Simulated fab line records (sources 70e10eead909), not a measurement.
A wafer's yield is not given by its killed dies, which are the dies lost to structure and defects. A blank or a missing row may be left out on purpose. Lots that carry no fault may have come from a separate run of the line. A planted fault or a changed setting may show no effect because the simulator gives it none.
fab line records / flow nand_harc / part 2 of 2: steps 26 to 33 of 33
[record] lots = 5 wafers = 15 last_day = 32
route steps=1302 shown A_STAIRCASE@847
lots with no fault: from the same line, run without faults
start_h: start of the lot's first displayed wafer, in hours after the record's first day / wait_h: hours since the lot's step before / " repeats the value in the row above / L1.1+2: several wafers, shown together as one row / - no value, or no start given / * or withheld: withheld / < > ~ a bound
route shown NAME@n: a module of which the file shows steps, and the number in the route of the first / usual: average and standard deviation across the fault-free wafers / same: alike in all rows / chamber/n: place in a boat / sites: readings site by site / _std_site: standard deviation across them / _edge_site: inner sites' mean taken away from outer sites' mean / radius_mm: for every site, how far away it sits from the centre of the wafer / mask NAME#n: copy n / behind: the tool/chamber that last shaped the wafer / hold: cause of the lot's hold/its duration in hours/its outcome / device: names the non-switching transistor (n, p or np) / end of line: tests run on the same wafers once the route is complete / a step given without rows: its recipe and nothing more / killed: count of dies lost to structure and defects at first sort (not the wafer's yield) / map: shows each die of a wafer: x if killed, . if not, _ if none is there
set.NAME: the setting the step ran with; set.NAME@STEP: the setting that earlier step ran with / model.NAME: the simulator's own value behind a step, which no gauge read
certain route steps with their lots: each step a table, each wafer a row
services: a tool's chamber out of use, with start hour (start_h, from the record's first day; less than 0 if before it), hours out, and reason
[[steps]]
[step NHARC_A_STAIRCASE_CMP_152]
[usual] motor_current_A = 11.9/1.5 retaining_ring_pressure_frac = 1.001/0.0046 slurry_filter_dp_kPa = 13.50/0.13 slurry_flow_ml_min = 150.0/0.43
lot.wafer=L077.4 tool=cmp-01 chamber=3 start_h=457.34 wait_h=0.1 motor_current_A=15.2 retaining_ring_pressure_frac=1.004 slurry_filter_dp_kPa=13.46 slurry_flow_ml_min=149.7
lot.wafer=L077.1 tool=cmp-01 chamber=1 start_h=457.34 wait_h=0.1 motor_current_A=13.5 retaining_ring_pressure_frac=0.998 slurry_filter_dp_kPa=13.68 slurry_flow_ml_min=150.5
lot.wafer=L077.6 tool=cmp-01 chamber=2 start_h=457.34 wait_h=0.1 motor_current_A=9.9 retaining_ring_pressure_frac=1.000 slurry_filter_dp_kPa=13.40 slurry_flow_ml_min=150.6
lot.wafer=L082.3 tool=cmp-01 chamber=1 start_h=534.79 wait_h=0.1 motor_current_A=12.9 retaining_ring_pressure_frac=1.007 slurry_filter_dp_kPa=13.74 slurry_flow_ml_min=150.0
lot.wafer=L082.5 tool=cmp-01 chamber=3 start_h=534.79 wait_h=0.1 motor_current_A=14.9 retaining_ring_pressure_frac=1.002 slurry_filter_dp_kPa=13.54 slurry_flow_ml_min=150.4
lot.wafer=L082.6 tool=cmp-01 chamber=0 start_h=534.79 wait_h=0.1 motor_current_A=13.7 retaining_ring_pressure_frac=1.002 slurry_filter_dp_kPa=13.61 slurry_flow_ml_min=149.4
lot.wafer=L086.3 tool=cmp-01 chamber=2 start_h=554.53 wait_h=0.1 motor_current_A=10.5 retaining_ring_pressure_frac=1.005 slurry_filter_dp_kPa=13.30 slurry_flow_ml_min=150.4
lot.wafer=L086.4 tool=cmp-01 chamber=0 start_h=554.53 wait_h=0.1 motor_current_A=12.5 retaining_ring_pressure_frac=1.000 slurry_filter_dp_kPa=13.61 slurry_flow_ml_min=150.2
lot.wafer=L086.6 tool=cmp-01 chamber=3 start_h=554.53 wait_h=0.1 motor_current_A=14.8 retaining_ring_pressure_frac=1.002 slurry_filter_dp_kPa=13.53 slurry_flow_ml_min=150.7
lot.wafer=L087.4 tool=cmp-03 chamber=3 start_h=570.93 wait_h=0.1 motor_current_A=10.4 retaining_ring_pressure_frac=1.004 slurry_filter_dp_kPa=13.57 slurry_flow_ml_min=150.1
lot.wafer=L087.2 tool=cmp-03 chamber=2 start_h=570.93 wait_h=0.1 motor_current_A=11.3 retaining_ring_pressure_frac=1.006 slurry_filter_dp_kPa=13.64 slurry_flow_ml_min=149.5
lot.wafer=L087.5 tool=cmp-03 chamber=3 start_h=570.93 wait_h=0.1 motor_current_A=10.6 retaining_ring_pressure_frac=1.005 slurry_filter_dp_kPa=13.45 slurry_flow_ml_min=149.3
lot.wafer=L095.3 tool=cmp-03 chamber=0 start_h=632.96 wait_h=0.1 motor_current_A=10.6 retaining_ring_pressure_frac=1.001 slurry_filter_dp_kPa=13.65 slurry_flow_ml_min=151.0
lot.wafer=L095.4 tool=cmp-03 chamber=1 start_h=632.96 wait_h=0.1 motor_current_A=11.0 retaining_ring_pressure_frac=0.995 slurry_filter_dp_kPa=13.48 slurry_flow_ml_min=150.3
lot.wafer=L095.1 tool=cmp-03 chamber=3 start_h=632.96 wait_h=0.1 motor_current_A=10.9 retaining_ring_pressure_frac=1.003 slurry_filter_dp_kPa=13.51 slurry_flow_ml_min=149.9
[step NHARC_A_STAIRCASE_SRD_154]
lot.wafer=L077.6+1+4 tool=wet_bench-02 chamber=2,6,7 start_h=457.62 wait_h=0.0
lot.wafer=L082.3+6+5 tool=wet_bench-03 chamber=4,5,6 start_h=535.05 wait_h=0.0
lot.wafer=L086.4+6+3 tool=wet_bench-03 chamber=3,4,0 start_h=554.82 wait_h=0.0
lot.wafer=L087.4+2+5 tool=wet_bench-03 chamber=2,6,7 start_h=571.21 wait_h=0.0
lot.wafer=L095.3+4+1 tool=wet_bench-02 chamber=3,5,7 start_h=633.25 wait_h=0.0
[step NHARC_A_STAIRCASE_ETCH_403]
[recipe] target_depth_a = 1082 chemistry = dHF material = SiO2
lot.wafer=L077.6+1+4 tool=wet_bench-02 chamber=2,6,7 start_h=457.64 wait_h=0.0
lot.wafer=L082.3+6+5 tool=wet_bench-03 chamber=4,5,6 start_h=535.07 wait_h=0.0
lot.wafer=L086.4+6+3 tool=wet_bench-03 chamber=3,4,0 start_h=554.84 wait_h=0.0
lot.wafer=L087.4+2+5 tool=wet_bench-03 chamber=2,6,7 start_h=571.24 wait_h=0.0
lot.wafer=L095.3+4+1 tool=wet_bench-02 chamber=3,5,7 start_h=633.27 wait_h=0.0
[step NHARC_A_STAIRCASE_ETCHBACK_422]
[recipe] target_depth_a = 400 over_etch_frac = 0.3 time_s = 74.286 ion_energy_ev = 120 ch3f_flow_sccm = 50 o2_flow_sccm = 30 ar_flow_sccm = 200 rf_w = 500 bias_w = 100 chemistry = CH3F/O2
[usual] drypump_motor_current_A = 5.6/0.44 oes_product_au = 0.96/0.038 rf_vpp_V = 244.0/1.9 showerhead_plenum_p_Torr = 2.44/0.12 throttle_valve_pct = 20.662/0.0081
[same] over_etch_frac = 0.3
lot.wafer=L077.4 tool=rie_diel-05 chamber=3 start_h=457.79 wait_h=0.1 drypump_motor_current_A=5.2 oes_product_au=1.00 rf_hours_counter_h=13 rf_vpp_V=247.4 showerhead_plenum_p_Torr=2.52 throttle_valve_pct=20.664
lot.wafer=L077.1 tool=rie_diel-05 chamber=2 start_h=457.79 wait_h=0.1 drypump_motor_current_A=6.4 oes_product_au=0.99 rf_hours_counter_h=19 rf_vpp_V=242.6 showerhead_plenum_p_Torr=2.29 throttle_valve_pct=20.653
lot.wafer=L077.6 tool=rie_diel-05 chamber=3 start_h=457.79 wait_h=0.1 drypump_motor_current_A=5.1 oes_product_au=1.01 rf_hours_counter_h=- rf_vpp_V=245.5 showerhead_plenum_p_Torr=2.52 throttle_valve_pct=20.672
lot.wafer=L082.3 tool=rie_diel-05 chamber=2 start_h=535.26 wait_h=0.2 drypump_motor_current_A=6.5 oes_product_au=0.91 rf_hours_counter_h=41 rf_vpp_V=241.4 showerhead_plenum_p_Torr=2.28 throttle_valve_pct=20.674
lot.wafer=L082.5 tool=rie_diel-05 chamber=3 start_h=535.26 wait_h=0.2 drypump_motor_current_A=5.2 oes_product_au=0.93 rf_hours_counter_h=- rf_vpp_V=244.6 showerhead_plenum_p_Torr=2.51 throttle_valve_pct=20.676
lot.wafer=L082.6 tool=rie_diel-05 chamber=0 start_h=535.26 wait_h=0.2 drypump_motor_current_A=5.6 oes_product_au=0.93 rf_hours_counter_h=- rf_vpp_V=245.7 showerhead_plenum_p_Torr=2.62 throttle_valve_pct=20.669
lot.wafer=L086.4 tool=rie_diel-05 chamber=3 start_h=555.02 wait_h=0.2 drypump_motor_current_A=5.2 oes_product_au=0.93 rf_hours_counter_h=37 rf_vpp_V=244.4 showerhead_plenum_p_Torr=2.51 throttle_valve_pct=20.667
lot.wafer=L086.3 tool=rie_diel-05 chamber=0 start_h=555.02 wait_h=0.2 drypump_motor_current_A=5.6 oes_product_au=0.93 rf_hours_counter_h=39 rf_vpp_V=246.1 showerhead_plenum_p_Torr=2.62 throttle_valve_pct=20.667
lot.wafer=L086.6 tool=rie_diel-05 chamber=1 start_h=555.02 wait_h=0.2 drypump_motor_current_A=5.3 oes_product_au=0.93 rf_hours_counter_h=- rf_vpp_V=240.5 showerhead_plenum_p_Torr=2.32 throttle_valve_pct=20.656
lot.wafer=L087.4 tool=rie_diel-13 chamber=1 start_h=571.39 wait_h=0.1 drypump_motor_current_A=5.6 oes_product_au=1.01 rf_hours_counter_h=17 rf_vpp_V=242.8 showerhead_plenum_p_Torr=2.36 throttle_valve_pct=20.660
lot.wafer=L087.2 tool=rie_diel-13 chamber=2 start_h=571.39 wait_h=0.1 drypump_motor_current_A=5.7 oes_product_au=1.01 rf_hours_counter_h=17 rf_vpp_V=242.2 showerhead_plenum_p_Torr=2.40 throttle_valve_pct=20.660
lot.wafer=L087.5 tool=rie_diel-13 chamber=2 start_h=571.39 wait_h=0.1 drypump_motor_current_A=5.6 oes_product_au=1.01 rf_hours_counter_h=- rf_vpp_V=243.3 showerhead_plenum_p_Torr=2.40 throttle_valve_pct=20.656
lot.wafer=L095.1 tool=rie_diel-13 chamber=2 start_h=633.42 wait_h=0.1 drypump_motor_current_A=5.6 oes_product_au=0.93 rf_hours_counter_h=41 rf_vpp_V=243.1 showerhead_plenum_p_Torr=2.39 throttle_valve_pct=20.674
lot.wafer=L095.4 tool=rie_diel-13 chamber=3 start_h=633.42 wait_h=0.1 drypump_motor_current_A=5.7 oes_product_au=0.92 rf_hours_counter_h=45 rf_vpp_V=243.3 showerhead_plenum_p_Torr=2.38 throttle_valve_pct=20.657
lot.wafer=L095.3 tool=rie_diel-13 chamber=0 start_h=633.42 wait_h=0.1 drypump_motor_current_A=5.3 oes_product_au=0.92 rf_hours_counter_h=44 rf_vpp_V=241.4 showerhead_plenum_p_Torr=2.28 throttle_valve_pct=20.652
[step NHARC_A_STAIRCASE_ETCH_423]
[recipe] target_depth_a = 300 chemistry = dHF material = SiO2
lot.wafer=L077.1+6+4 tool=wet_bench-03 chamber=5,6,0 start_h=457.96 wait_h=0.1
lot.wafer=L082.3+5+6 tool=wet_bench-02 chamber=6,0,2 start_h=535.45 wait_h=-
lot.wafer=L086.3+6+4 tool=wet_bench-02 chamber=7,1,3 start_h=555.17 wait_h=0.1
lot.wafer=L087.5+2+4 tool=wet_bench-03 chamber=1,2,3 start_h=571.57 wait_h=0.1
lot.wafer=L095.4+1+3 tool=wet_bench-03 chamber=1,2,5 start_h=633.58 wait_h=0.1
[step NHARC_A_STAIRCASE_ETCHBACK_157]
[recipe] target_depth_a = 900 over_etch_frac = 0.3 time_s = 167.14 ion_energy_ev = 120 ch3f_flow_sccm = 50 o2_flow_sccm = 30 ar_flow_sccm = 200 rf_w = 500 bias_w = 100 chemistry = CH3F/O2
[usual] drypump_motor_current_A = 5.6/0.45 oes_product_au = 0.97/0.036 rf_vpp_V = 244.7/1.9 showerhead_plenum_p_Torr = 2.47/0.12 throttle_valve_pct = 20.664/0.01
[same] over_etch_frac = 0.3
lot.wafer=L077.1 tool=rie_diel-13 chamber=0 start_h=458.18 wait_h=0.2 drypump_motor_current_A=5.4 oes_product_au=0.91 rf_hours_counter_h=38 rf_vpp_V=242.7 showerhead_plenum_p_Torr=2.30 throttle_valve_pct=20.657
lot.wafer=L077.4 tool=rie_diel-13 chamber=1 start_h=458.18 wait_h=0.2 drypump_motor_current_A=5.5 oes_product_au=0.93 rf_hours_counter_h=- rf_vpp_V=241.7 showerhead_plenum_p_Torr=2.37 throttle_valve_pct=20.662
lot.wafer=L077.6 tool=rie_diel-13 chamber=3 start_h=458.18 wait_h=0.2 drypump_motor_current_A=5.7 oes_product_au=0.92 rf_hours_counter_h=- rf_vpp_V=244.5 showerhead_plenum_p_Torr=2.41 throttle_valve_pct=20.664
lot.wafer=L082.3 tool=rie_diel-01 chamber=2 start_h=535.68 wait_h=0.2 drypump_motor_current_A=5.9 oes_product_au=1.01 rf_hours_counter_h=47 rf_vpp_V=246.6 showerhead_plenum_p_Torr=2.60 throttle_valve_pct=20.659
lot.wafer=L082.5 tool=rie_diel-01 chamber=0 start_h=535.68 wait_h=0.2 drypump_motor_current_A=5.4 oes_product_au=1.01 rf_hours_counter_h=- rf_vpp_V=244.3 showerhead_plenum_p_Torr=2.46 throttle_valve_pct=20.690
lot.wafer=L082.6 tool=rie_diel-01 chamber=1 start_h=535.68 wait_h=0.2 drypump_motor_current_A=6.2 oes_product_au=1.00 rf_hours_counter_h=- rf_vpp_V=246.1 showerhead_plenum_p_Torr=2.60 throttle_valve_pct=20.678
lot.wafer=L086.3 tool=rie_diel-13 chamber=3 start_h=555.39 wait_h=0.2 drypump_motor_current_A=5.7 oes_product_au=0.93 rf_hours_counter_h=10 rf_vpp_V=242.4 showerhead_plenum_p_Torr=2.40 throttle_valve_pct=20.659
lot.wafer=L086.4 tool=rie_diel-13 chamber=0 start_h=555.39 wait_h=0.2 drypump_motor_current_A=5.3 oes_product_au=0.93 rf_hours_counter_h=12 rf_vpp_V=241.8 showerhead_plenum_p_Torr=2.29 throttle_valve_pct=20.658
lot.wafer=L086.6 tool=rie_diel-13 chamber=1 start_h=555.39 wait_h=0.2 drypump_motor_current_A=5.5 oes_product_au=0.93 rf_hours_counter_h=- rf_vpp_V=243.1 showerhead_plenum_p_Torr=2.36 throttle_valve_pct=20.678
lot.wafer=L087.4 tool=rie_diel-05 chamber=2 start_h=571.77 wait_h=0.2 drypump_motor_current_A=6.5 oes_product_au=0.92 rf_hours_counter_h=50 rf_vpp_V=243.2 showerhead_plenum_p_Torr=2.27 throttle_valve_pct=20.662
lot.wafer=L087.2 tool=rie_diel-05 chamber=3 start_h=571.77 wait_h=0.2 drypump_motor_current_A=5.2 oes_product_au=0.94 rf_hours_counter_h=42 rf_vpp_V=244.7 showerhead_plenum_p_Torr=2.51 throttle_valve_pct=20.660
lot.wafer=L087.5 tool=rie_diel-05 chamber=1 start_h=571.77 wait_h=0.2 drypump_motor_current_A=5.3 oes_product_au=0.92 rf_hours_counter_h=- rf_vpp_V=244.5 showerhead_plenum_p_Torr=2.32 throttle_valve_pct=20.665
lot.wafer=L095.3 tool=rie_diel-01 chamber=2 start_h=633.77 wait_h=0.1 drypump_motor_current_A=5.9 oes_product_au=0.92 rf_hours_counter_h=22 rf_vpp_V=246.1 showerhead_plenum_p_Torr=2.59 throttle_valve_pct=20.653
lot.wafer=L095.4 tool=rie_diel-01 chamber=0 start_h=633.77 wait_h=0.1 drypump_motor_current_A=5.4 oes_product_au=0.93 rf_hours_counter_h=26 rf_vpp_V=243.8 showerhead_plenum_p_Torr=2.44 throttle_valve_pct=20.658
lot.wafer=L095.1 tool=rie_diel-01 chamber=1 start_h=633.77 wait_h=0.1 drypump_motor_current_A=6.2 oes_product_au=0.94 rf_hours_counter_h=22 rf_vpp_V=247.4 showerhead_plenum_p_Torr=2.59 throttle_valve_pct=20.678
[step NHARC_A_STAIRCASE_STRIP_475]
[recipe] time_s = 20 o2_flow_sccm = 500 ar_flow_sccm = 0 bias_w = 0 chemistry = O2
[usual] drypump_motor_current_A = 5.6/0.42 oes_product_au = 1.003/0.0086 rf_vpp_V = 57.8/0.95 showerhead_plenum_p_Torr = 3.55/0.16 throttle_valve_pct = 17.036/0.0092
lot.wafer=L077.1 tool=rie_diel-13 chamber=0 start_h=458.41 wait_h=0.2 drypump_motor_current_A=5.3 oes_product_au=0.988 rf_hours_counter_h=38 rf_vpp_V=57.7 showerhead_plenum_p_Torr=3.32 throttle_valve_pct=17.027
lot.wafer=L077.6 tool=rie_diel-13 chamber=3 start_h=458.41 wait_h=0.2 drypump_motor_current_A=5.7 oes_product_au=0.996 rf_hours_counter_h=- rf_vpp_V=57.3 showerhead_plenum_p_Torr=3.46 throttle_valve_pct=17.012
lot.wafer=L077.4 tool=rie_diel-13 chamber=0 start_h=458.41 wait_h=0.2 drypump_motor_current_A=5.3 oes_product_au=1.002 rf_hours_counter_h=- rf_vpp_V=56.6 showerhead_plenum_p_Torr=3.32 throttle_valve_pct=17.038
lot.wafer=L082.3 tool=rie_diel-01 chamber=1 start_h=- wait_h=- drypump_motor_current_A=6.2 oes_product_au=1.001 rf_hours_counter_h=41 rf_vpp_V=57.5 showerhead_plenum_p_Torr=3.72 throttle_valve_pct=17.033
lot.wafer=L082.6 tool=rie_diel-01 chamber=0 start_h=- wait_h=- drypump_motor_current_A=5.4 oes_product_au=1.000 rf_hours_counter_h=- rf_vpp_V=57.7 showerhead_plenum_p_Torr=3.52 throttle_valve_pct=17.045
lot.wafer=L082.5 tool=rie_diel-01 chamber=1 start_h=- wait_h=- drypump_motor_current_A=6.2 oes_product_au=0.992 rf_hours_counter_h=- rf_vpp_V=58.2 showerhead_plenum_p_Torr=3.72 throttle_valve_pct=17.034
lot.wafer=L086.4 tool=rie_diel-13 chamber=2 start_h=- wait_h=- drypump_motor_current_A=5.6 oes_product_au=1.014 rf_hours_counter_h=8 rf_vpp_V=59.0 showerhead_plenum_p_Torr=3.46 throttle_valve_pct=17.048
lot.wafer=L086.3 tool=rie_diel-13 chamber=1 start_h=- wait_h=- drypump_motor_current_A=5.5 oes_product_au=0.996 rf_hours_counter_h=10 rf_vpp_V=56.0 showerhead_plenum_p_Torr=3.39 throttle_valve_pct=17.042
lot.wafer=L086.6 tool=rie_diel-13 chamber=3 start_h=- wait_h=- drypump_motor_current_A=5.7 oes_product_au=1.013 rf_hours_counter_h=- rf_vpp_V=58.6 showerhead_plenum_p_Torr=3.44 throttle_valve_pct=17.030
lot.wafer=L087.4 tool=rie_diel-05 chamber=0 start_h=- wait_h=- drypump_motor_current_A=5.6 oes_product_au=1.012 rf_hours_counter_h=45 rf_vpp_V=56.4 showerhead_plenum_p_Torr=3.75 throttle_valve_pct=17.029
lot.wafer=L087.2 tool=rie_diel-05 chamber=2 start_h=- wait_h=- drypump_motor_current_A=6.5 oes_product_au=0.986 rf_hours_counter_h=50 rf_vpp_V=56.8 showerhead_plenum_p_Torr=3.27 throttle_valve_pct=17.024
lot.wafer=L087.5 tool=rie_diel-05 chamber=3 start_h=- wait_h=- drypump_motor_current_A=5.2 oes_product_au=1.002 rf_hours_counter_h=- rf_vpp_V=58.6 showerhead_plenum_p_Torr=3.60 throttle_valve_pct=17.043
lot.wafer=L095.4 tool=rie_diel-01 chamber=2 start_h=- wait_h=- drypump_motor_current_A=6.0 oes_product_au=1.001 rf_hours_counter_h=22 rf_vpp_V=58.0 showerhead_plenum_p_Torr=3.71 throttle_valve_pct=17.037
lot.wafer=L095.3 tool=rie_diel-01 chamber=3 start_h=- wait_h=- drypump_motor_current_A=5.1 oes_product_au=1.007 rf_hours_counter_h=19 rf_vpp_V=57.2 showerhead_plenum_p_Torr=3.46 throttle_valve_pct=17.035
lot.wafer=L095.1 tool=rie_diel-01 chamber=1 start_h=- wait_h=- drypump_motor_current_A=6.2 oes_product_au=1.011 rf_hours_counter_h=22 rf_vpp_V=60.1 showerhead_plenum_p_Torr=3.71 throttle_valve_pct=17.024
[step NHARC_A_STAIRCASE_DEP_471]
[recipe] target_thk_a = 1000 temp_c = 400 pressure_torr = 6.5 rf_w = 900 teos_flow_sccm = 161.4 flow_sccm = 2650 target_thk_nm = 100 gas = O2 material = SiO2
[usual] heater_power_w = 612/110 throttle_valve_pct = 15.9/0.42
lot.wafer=L077.1 tool=pecvd-02 chamber=0 start_h=458.56 wait_h=- heater_power_w=669 throttle_valve_pct=16.7
lot.wafer=L077.6 tool=pecvd-02 chamber=1 start_h=458.56 wait_h=- heater_power_w=668 throttle_valve_pct=15.4
lot.wafer=L077.4 tool=pecvd-02 chamber=0 start_h=458.56 wait_h=- heater_power_w=685 throttle_valve_pct=16.5
lot.wafer=L082.3 tool=pecvd-04 chamber=2 start_h=535.98 wait_h=- heater_power_w=625 throttle_valve_pct=15.5
lot.wafer=L082.5 tool=pecvd-04 chamber=1 start_h=535.98 wait_h=- heater_power_w=611 throttle_valve_pct=15.8
lot.wafer=L082.6 tool=pecvd-04 chamber=2 start_h=535.98 wait_h=- heater_power_w=638 throttle_valve_pct=15.6
lot.wafer=L086.3 tool=pecvd-02 chamber=0 start_h=555.88 wait_h=- heater_power_w=703 throttle_valve_pct=17.0
lot.wafer=L086.6 tool=pecvd-02 chamber=1 start_h=555.88 wait_h=- heater_power_w=575 throttle_valve_pct=15.8
lot.wafer=L086.4 tool=pecvd-02 chamber=0 start_h=555.88 wait_h=- heater_power_w=704 throttle_valve_pct=16.6
lot.wafer=L087.2 tool=pecvd-03 chamber=2 start_h=572.03 wait_h=- heater_power_w=503 throttle_valve_pct=16.1
lot.wafer=L087.5 tool=pecvd-03 chamber=2 start_h=572.03 wait_h=- heater_power_w=367 throttle_valve_pct=16.1
lot.wafer=L087.4 tool=pecvd-03 chamber=1 start_h=572.03 wait_h=- heater_power_w=587 throttle_valve_pct=16.1
lot.wafer=L095.1 tool=pecvd-02 chamber=2 start_h=634.06 wait_h=- heater_power_w=787 throttle_valve_pct=15.0
lot.wafer=L095.3 tool=pecvd-02 chamber=0 start_h=634.06 wait_h=- heater_power_w=610 throttle_valve_pct=16.3
lot.wafer=L095.4 tool=pecvd-02 chamber=1 start_h=634.06 wait_h=- heater_power_w=564 throttle_valve_pct=15.6
[[services]]
tool=pecvd-04 chamber=0 start_h=401.05 hours=19.2 kind=repair
tool=pecvd-02 chamber=- start_h=406.45 hours=1.0 kind=repair
tool=rie_diel-05 chamber=- start_h=406.63 hours=9.0 kind=pm
tool=pecvd-02 chamber=- start_h=408.01 hours=13.0 kind=pm
tool=wet_bench-02 chamber=- start_h=420.03 hours=8.0 kind=pm
tool=litho_track-07 chamber=- start_h=426.01 hours=7.0 kind=pm
tool=rie_diel-01 chamber=- start_h=431.97 hours=0.4 kind=repair
tool=rie_diel-13 chamber=2 start_h=445.07 hours=16.4 kind=repair
tool=pecvd-04 chamber=- start_h=450.35 hours=13.0 kind=pm
tool=rie_diel-01 chamber=3 start_h=452.02 hours=15.6 kind=repair
tool=litho_track-05 chamber=- start_h=474.00 hours=7.0 kind=pm
tool=pecvd-02 chamber=- start_h=477.80 hours=1.5 kind=repair
tool=wet_bench-02 chamber=- start_h=482.22 hours=2.7 kind=repair
tool=rie_diel-13 chamber=0 start_h=499.96 hours=6.0 kind=repair
tool=furnace-05 chamber=- start_h=500.01 hours=30.9 kind=repair
tool=rie_diel-05 chamber=3 start_h=519.22 hours=5.4 kind=repair
tool=rie_diel-13 chamber=- start_h=520.19 hours=9.0 kind=pm
tool=wet_bench-03 chamber=- start_h=562.40 hours=8.0 kind=pm
tool=rie_diel-05 chamber=- start_h=583.68 hours=9.0 kind=pm
tool=pecvd-02 chamber=- start_h=589.01 hours=13.0 kind=pm
tool=wet_bench-02 chamber=- start_h=596.03 hours=8.0 kind=pm
tool=litho_track-07 chamber=- start_h=601.01 hours=7.0 kind=pm
tool=furnace-05 chamber=- start_h=628.55 hours=9.7 kind=repair
tool=pecvd-04 chamber=- start_h=631.35 hours=13.0 kind=pm
